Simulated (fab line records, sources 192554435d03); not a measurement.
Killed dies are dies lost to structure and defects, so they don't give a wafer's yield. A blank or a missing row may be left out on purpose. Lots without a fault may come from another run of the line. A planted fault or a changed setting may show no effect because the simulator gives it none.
fab line records | flow n5_finfet
record lots=4 wafers=12 last_day=19
route steps=1938 shown BEOL_M15@1811 PASS1_DEP@1831 MIM_BOT@1832 MIM_TOP@1834 MIM_TOP_LITHO@1839 MIM_TOP_ETCH@1851 PASSIVATION@1936
lots that met no fault: from a run of the same line without faults
start_h: hours from the record's first day to the start of the lot's first wafer shown | wait_h: hours since the lot's step before | " the same as in the row above | L1.1+2: a row that stands for several wafers | - no value, or no start given | * or withheld: withheld | < > ~ a bound
route shown NAME@n: a module of which the file shows steps, and the number in the route of the first | usual: mean/standard deviation of fault-free wafers | same: alike in all rows | chamber/n: place in a boat | sites: the reading at each site | _std_site: their standard deviation | _edge_site: outer sites' mean less inner sites' | radius_mm: how far each site lies from the wafer's centre | mask NAME#n: copy n | behind: the tool/chamber that last shaped the wafer | hold: why the lot was held/for how many hours/how that ended | device: the transistor (n, p or np) that didn't switch | end of line: the same wafers' tests at the end of the route | a step without rows: its recipe alone | killed: dies lost to structure and defects at the first sort, not the wafer's yield | map: a wafer's dies, x killed, . not, _ none there
set.NAME: the setting as run; set.NAME@STEP: as run at that earlier step | model.NAME: the simulator's own value behind a step, which no gauge read
lots at some steps of the route; a table a step, a row a wafer
## steps
# step N5_BEOL_M15_STRIP_36
# recipe chemistry=O2 power_w=600 temp_c=60 pressure_mtorr=30 rf_frequency_hz=6e+07 bias_power_w=0 overash_fraction=0.3 o2_flow_sccm=225
# step N5_BEOL_M15_STRIP_62
# recipe chemistry=O2 power_w=600 temp_c=60 pressure_mtorr=30 rf_frequency_hz=6e+07 bias_power_w=0 overash_fraction=0.3 o2_flow_sccm=225
# step N5_BEOL_M15_STRIP_37
# recipe chemistry=O2 power_w=600 temp_c=60 pressure_mtorr=30 rf_frequency_hz=6e+07 bias_power_w=0 overash_fraction=0.3 o2_flow_sccm=225
# step N5_BEOL_M15_ETCH_38
# recipe chemistry=CF4/N2 target=SiCN target_depth_a=1064 taper_deg=2 time_s=120.5 ion_energy_ev=150 mask_material=SiO2 pressure_mtorr=40 source_w=430 bias_w=70 Ar_flow_sccm=100 cf4_flow_sccm=60 n2_flow_sccm=60
# step N5_BEOL_M15_PRECLEAN_39
# recipe chemistry=residue_remover time_s=60 temp_c=40
# step N5_BEOL_M15_SRD_40
# recipe time_s=30 temp_c=23 rinse_liquid=diw dry=n2_spin spin_rpm=1500 dry_time_s=30
# step N5_BEOL_M15_DEGAS_41
# recipe ambient=vacuum temp_c=300 time_s=60
# step N5_BEOL_M15_PRE_CLEAN_42
# recipe gas=H2/He time_s=30 temp_c=300
# step N5_BEOL_M15_SPUTTER_43
# recipe material=TaN target_thk_a=150 temp_c=50 bias_v=168.6 power_w=15000 chamber_pressure_pa=0.12 time_s=24.19
# step N5_BEOL_M15_SPUTTER_44
# recipe material=Ta target_thk_a=150 temp_c=50 bias_v=80 power_w=15000 chamber_pressure_pa=0.07 time_s=24.19
# step N5_BEOL_M15_SPUTTER_45
# recipe material=Cu target_thk_a=1000 temp_c=-20 bias_v=60 power_w=26000 chamber_pressure_pa=0.13 time_s=16.67
# step N5_BEOL_M15_ECD_47
# recipe material=Cu target_thk_a=18600
# columns lot.wafer tool chamber start_h wait_h
L595.1+3+4 ecd_cu-01 1,1,0 338.60 0.1
L604.1+2+6 ecd_cu-01 1,0,0 414.29 0.1
L609.3+4+5 ecd_cu-01 1,0,1 429.25 0.2
L613.1+3+4 ecd_cu-01 0,1,0 447.63 0.1
# step N5_BEOL_M15_ANNEAL_48
# recipe temp_c=225 time_s=90 ambient=N2
# step N5_BEOL_M15_CMP_49
# recipe stop_on=SiO2 t_overpolish_s=4.9 down_force_psi=2 platen_rpm=80 clearing_platen_down_force_psi=2 clearing_platen_rpm=80 post_cmp_clean=cu_alkaline target_thk_nm=850 clearing_platen_pad_velocity_m_s=1.5917 pad_velocity_m_s=1.5917
# step N5_BEOL_M15_PRE_CLEAN_52
# recipe gas=NH3 time_s=15 temp_c=withheld rf_power_w=300
# step N5_BEOL_M15_DEP_53
# recipe material=SiCN target_thk_a=500 temp_c=withheld precursor=3MS/NH3 pressure_torr=3 rf_w=675 time_s=17.8
# step N5_PASSIVATION_PECVD_00
# recipe material=SiO2 target_thk_a=2000 temp_c=400 precursor=SiH4/N2O pressure_torr=2.7 rf_w=608 time_s=11.2
# step N5_MIM_BOT_DEGAS_01
# recipe ambient=vacuum temp_c=300 time_s=60
# step N5_MIM_BOT_SPUTTER_00
# recipe material=TiN target_thk_a=350 temp_c=200 power_w=3000 chamber_pressure_pa=0.49996 gas=Ar reactive_partial_pa=0.37997 time_s=89.7
# step N5_MIM_TOP_ALD_00
# recipe material=Al2O3 target_thk_a=* temp_c=withheld ald_precursor_family=TMA ald_co_reactant=O3 pulse_time_s=withheld purge_time_s=3 co_reactant_purge_time_s=withheld co_reactant_pulse_time_s=3 ald_cycles=withheld
# step N5_MIM_TOP_ALD_01
# recipe material=HfO2 target_thk_a=56 temp_c=withheld ald_precursor_family=Hf-amide ald_co_reactant=O3 pulse_time_s=1 purge_time_s=3 co_reactant_purge_time_s=2 co_reactant_pulse_time_s=3 ald_cycles=62
# step N5_MIM_TOP_ALD_02
# recipe material=Al2O3 target_thk_a=* temp_c=withheld ald_precursor_family=TMA ald_co_reactant=O3 pulse_time_s=withheld purge_time_s=3 co_reactant_purge_time_s=withheld co_reactant_pulse_time_s=3 ald_cycles=withheld
# step N5_MIM_TOP_DEGAS_04
# recipe ambient=vacuum temp_c=300 time_s=60
# step N5_MIM_TOP_SPUTTER_03
# recipe material=TiN target_thk_a=350 temp_c=200 power_w=3000 chamber_pressure_pa=0.49996 gas=Ar reactive_partial_pa=0.37997 time_s=89.7
# step N5_MIM_TOP_LITHO_HMDS_01
# recipe time_s=60 temp_c=120
# step N5_MIM_TOP_LITHO_COAT_02
# recipe spin_rpm=* resist_thk_nm=*
# step N5_MIM_TOP_LITHO_EBR_04
# recipe solvent=PGMEA ebr_width_mm=1.5
# step N5_MIM_TOP_LITHO_SOFTBAKE_03
# recipe temp_c=100 time_s=90
# step N5_MIM_TOP_LITHO_EXPOSE_05
# recipe mask_id=MIM_TOP na=0.55 source_shape=conventional sigma_outer=0.8 polarization=unpolarized target_cd_nm=2000 dose_mj=20.5
# step N5_MIM_TOP_LITHO_PEB_06
# recipe peb_temp_c=withheld peb_time_s=*
# step N5_MIM_TOP_LITHO_DEVELOP_07
# recipe develop_time_s=60 rinse_liquid=diw dry=air_spin dev_temp_c=21
# step N5_MIM_TOP_LITHO_HARDBAKE_09
# recipe temp_c=130 time_s=120
# step N5_MIM_TOP_LITHO_DESCUM_10
# recipe chemistry=O2 time_s=7.9 source_power_w=50 bias_power_w=20 pressure_mtorr=20 rf_frequency_hz=2.712e+07 temp_c=40 o2_flow_sccm=225
# step N5_MIM_TOP_ETCH_ETCH_00
# recipe chemistry=Cl2/BCl3 target=TiN target_depth_a=385 ion_energy_ev=150 pressure_mtorr=10 icp_w=1000 bias_w=126 Cl2_flow_sccm=53.25 bcl3_flow_sccm=21.75 Ar_flow_sccm=25
# step N5_PASSIVATION_PROBE_49
# usual defect_limited_yield=91.2/1.4 killed_at_M0_to_M3=36/11 killed_at_M4_up=14/5.6 killed_at_contacts=12/5.9 killed_at_front_end=38/13 killed_at_other=3.5/2.7 killed_dies=104/17 killed_on_rim=14/3.9 killed_open=68/12 killed_short=34/8.2 sort_bin_5_function=5.1/0.95 sort_bin_6_memory=3.3/0.7 sort_n_pass=1076/17 sort_yield_pct=91.2/1.4
# same gross_dies=1180 killed_at_back_side=0 sort_bin_4_leakage[%]=0 sort_bin_8_speed[%]=0
# columns lot.wafer tool chamber start_h wait_h defect_limited_yield[%] killed_at_M0_to_M3 killed_at_M4_up killed_at_contacts killed_at_front_end killed_at_other killed_dies killed_on_rim killed_open killed_short sort_bin_5_function[%] sort_bin_6_memory[%] sort_n_pass sort_yield_pct[%]
L604.1 prober-01 - 431.95 0.0 91.6 28 15 13 37 6 99 9 65 31 5.1 2.9 1081 91.6
L609.3 prober-01 - 442.99 0.1 47.8 42 528 13 32 1 616 77 60 32 35.3 14.2 564 47.8
L609.4 prober-01 - 443.04 0.2 49.3 41 528 4 25 0 598 68 58 33 31.4 15.6 582 49.3
L609.5 prober-01 - 443.09 0.2 47.7 37 544 4 26 6 617 74 55 34 34.9 14.0 563 47.7
L613.1 prober-01 - 462.83 0.0 51.3 28 521 11 15 0 575 78 41 18 29.7 15.8 605 51.3
L613.3 prober-01 - 462.93 0.1 49.1 23 549 8 20 1 601 66 48 13 32.1 15.7 579 49.1
L613.4 prober-01 - 462.98 0.2 51.8 15 501 12 40 1 569 68 52 24 29.5 15.3 611 51.8
# killed by level:class
L604.1 MOL_CONTACT_COAG:geometric_particle:open=11 BEOL_M0_SAQP:geometric_particle:open=10 STI_FIN_REVEAL:geometric_particle:open=7 FIN_SAQP:geometric_particle:short=4 BEOL_M3:geometric_particle:open=4 STI_FIN_REVEAL:geometric_particle:short=4 DUMMY_GATE:geometric_particle:open=4 GATE_CUT:geometric_particle:short=4
L609.3 BEOL_M15:unspecified=522 BEOL_M0_SAQP:geometric_particle:open=14 MOL_CONTACT_COAG:geometric_particle:open=9 BEOL_M1:geometric_particle:open=8 GATE_CUT:geometric_particle:short=6 BEOL_M0_SAQP:geometric_particle:short=6 STI_FIN_REVEAL:geometric_particle:open=5 STARTING-WAFER:geometric_particle:short=5
L609.4 BEOL_M15:unspecified=507 BEOL_M4:geometric_particle:open=13 BEOL_M0_SAQP:geometric_particle:open=11 BEOL_M0_SAQP:geometric_particle:short=10 FIN_SAQP:geometric_particle:short=6 BEOL_M1:geometric_particle:open=6 BEOL_M3:geometric_particle:open=6 FIN_SAQP:geometric_particle:open=4
L609.5 BEOL_M15:unspecified=526 BEOL_M0_SAQP:geometric_particle:short=11 BEOL_M0_SAQP:geometric_particle:open=11 BEOL_M4:geometric_particle:open=9 STI_FIN_REVEAL:geometric_particle:open=4 DUMMY_GATE:geometric_particle:open=4 MOL_CONTACT_COAG:geometric_particle:open=4 BEOL_M5:geometric_particle:open=4
L613.1 BEOL_M15:unspecified=515 MOL_CONTACT_COAG:geometric_particle:open=9 BEOL_M3:geometric_particle:open=7 BEOL_M0_SAQP:geometric_particle:open=6 BEOL_M2:geometric_particle:open=6 BEOL_M3:geometric_particle:short=4 FIN_SAQP:geometric_particle:open=3 BEOL_M0_SAQP:geometric_particle:short=3
L613.3 BEOL_M15:unspecified=538 BEOL_M4:geometric_particle:open=9 MOL_CONTACT_COAG:geometric_particle:open=8 BEOL_M3:geometric_particle:open=8 DUMMY_GATE:geometric_particle:open=5 FIN_SAQP:geometric_particle:open=4 BEOL_M1:geometric_particle:open=4 BEOL_M2:geometric_particle:open=4
L613.4 BEOL_M15:unspecified=491 FIN_SAQP:geometric_particle:open=12 MOL_CONTACT_COAG:geometric_particle:open=10 FIN_SAQP:geometric_particle:short=6 GATE_CUT:geometric_particle:short=6 BEOL_M2:geometric_particle:open=6 DUMMY_GATE:geometric_particle:open=4 GATE_CUT:geometric_particle:open=4
# map L609.5 (x killed, . not)
_________________..x.xxxx.xx.________________
______________..xxxxxxx.xxx..xxx_____________
___________x...x....x..x....x......__________
__________xxxx.x..x..x.xxx..xxx...xx_________
________xx..xx.xxx.x...xx....xxxxxx..x_______
_______xx.x...xx.x....x.x..x.xx.....x..______
______.x.xx.x....xx.xx..xxxx..xxxxxxxx.._____
_____..xxxx.xxxxx.xxxx.xx.xx..x.xxx.x.x.x____
____...xxx..x.xx.x.xx.....xx....x.xx..xxx.___
___x..xx..x....xx.....x.x.xx.......xxx.x.x.__
___.xxxx.x.xx.xx.x.xx..x.x..x...xxx...xx.xx__
__xxx..xx.x.xx..xx.......xxx..xx..x...xx..x._
__.x..x.xxxxx..x.xxx..x.x.x..xx..xxx....x.xx_
_x.xx.xx.xxxx..xxx..xxxx..xx.xxx.xx.xx.x..x.x
_xxx.xxxxxx.xxxxx..x.x...xxxx.xx.x.xxx....x.x
_xx.xx.xx...x.xx.x.xx.xx...x..x..x..xxx..x...
_xxx.x.xxxxxxxx.xxx.....x..x....xxx..xx.xx.x.
_.xxx.x...xxx...xx..x.xx...x.x..xxx.xxx.x..x.
_x...x.x..xx.x.x..xx.xx.x.xx..xx...x.x.x..xx.
_xx..x.x.xxx.xx...x..x.x..x..x..xx.xxx....x..
_xxxx.....xxxx..x.x.x.x.x..x.x.xx.....x.x..x.
__xxxx.x.x.xxx..x.x.x.xx...xxxx...x.x..x.xxx_
__xxxx...x....x..xxx..x..xx.xxx..xxxxx.xx.x._
___x.xxxx....x...xxxxxx..x.x.x.x..xxxxx..x.__
___...x..xx.xx.x.x...x.x.x.x...x..x..xx.xx.__
____..x.xxxxxxxx.x..xx..x.x....x.xxx...x..___
_____x.xx.xxx.x.xx.x.x..xx.xxxxx.xx.x....____
______xxxxxx.xxx.xxxx.xxxxx.xxx.x.xxxx.._____
_______x..x.xx....x.x.x.x.x..x...x..xx.______
________xxxxxx..xxxx..x.xxxxxxx.x..xx._______
__________.x..x.x.x.x.x.x.x..x.xxx.._________
___________xxxxxx..x....x..xx...x..__________
______________..x.xx.xx.x.xx...x_____________
_________________x....xx.xx.x________________
# map L613.3 (x killed, . not)
_________________.x.xx.x.xx..________________
______________xxx.x.xx..x.xx...x_____________
___________.x..xx.x..x....xxxx..x.x__________
__________.x.x.xx...xxxx..xx..x.xxx._________
________.x.xxxx....x.x..x..x.xx.xxx..._______
_______..x.x......x.xx...x....xxxx.xxx.______
______x..x..x....x.x.xxx..xx..x.xxxx..x._____
_____.......xxxx.x.....xxx.....xxx..x.x..____
____xxx......x.xx.x.x.xx.xx.xx.x...x..x...___
___..xxxxxxx..x....xxx......x........x..x.x__
___.x.x.xxx.x.xx....x.xx.xxx.xxxxxxx.x.xx..__
__..xx.x.x.x.xxx.xxx.x.xxxx..x....x.xxxxxx.x_
__x.x.xxx.xxx...xx.xx.x.xx.x.xx....xxxxxx..x_
_..xx..xxx.x..xxx..x.xx...xx.....xxxxxxx.xx..
_xx..x.x..xx.x....xx.xx.x.xxx.....xx..x.x..x.
_.x..x..xxxx.....xx...x..xxx.xx..xx.x.x.x..xx
_.x.xx.xxx.x.xxxx.x..xx.xxx..x..x....x.xxxx.x
_...x..x.....xx.xxx...xxxx.....x.xx..x...xx..
_xxxxx......x..xx.x..x...xxx.x.x.xxx.xxx.....
_...xxxx...xx..x..xxx.x.xxxxx..xxxx...xx.xx..
_xxx.x.xxxx.x.xx.x..xxxxxx.xxxx..xxx..x.x.xxx
__x....x.x.xxx...xx..xxxxx..x.x..xx...xx...._
__xx.x..x.....xxx..x.x....xx..x.xxx.x.xxxxxx_
___xx.xxxxx...xxxxxx.xxxxx...xx...xx.....x.__
___xx.x.....x......xx..x...xxxxxxx.xxx.xxx.__
____xxxx.xxx..x.x..x....xxxxxxxxxx......x.___
_____...x....x.xx.xx..x...x...xx..xx.xx..____
______..xxxxx..xx.x.xxxxx.xxx...xx.xx.xx_____
_______x..xxxxxxx.xx.x.xxx.x.xx.xx..x..______
________..x..xxxxxxxx.x.xx..xxxxxxx..x_______
__________xxx.x..xx.x.x.xx.x...xx.x._________
___________...xx....xx.xx...x.xx..x__________
______________xxx.x......x..x.x._____________
_________________xx..x...xx..________________
## key
first_sign step=N5_PASSIVATION_PROBE_49 reading=killed_at_M4_up direction=up sigmas=92 usual=14 struck=528
effect step=N5_PASSIVATION_PROBE_49 reading=killed_dies direction=up sigmas=29 usual=104 struck=596
more_kills_born_at N5_BEOL_M15_ECD_47@ecd_cu-01=3099
met_at N5_BEOL_M15_ECD_47
struck_wafers L609.3,L609.4,L609.5,L613.1,L613.3,L613.4
onset_between 414.29 429.25
also_fits time
fault kind=chamber_particle_source tool=ecd_cu-01 chamber=- onset_h=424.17 steps=N5_BEOL_M15_ECD_47 rate_per_visit_cm2=1.1386 end_h=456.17
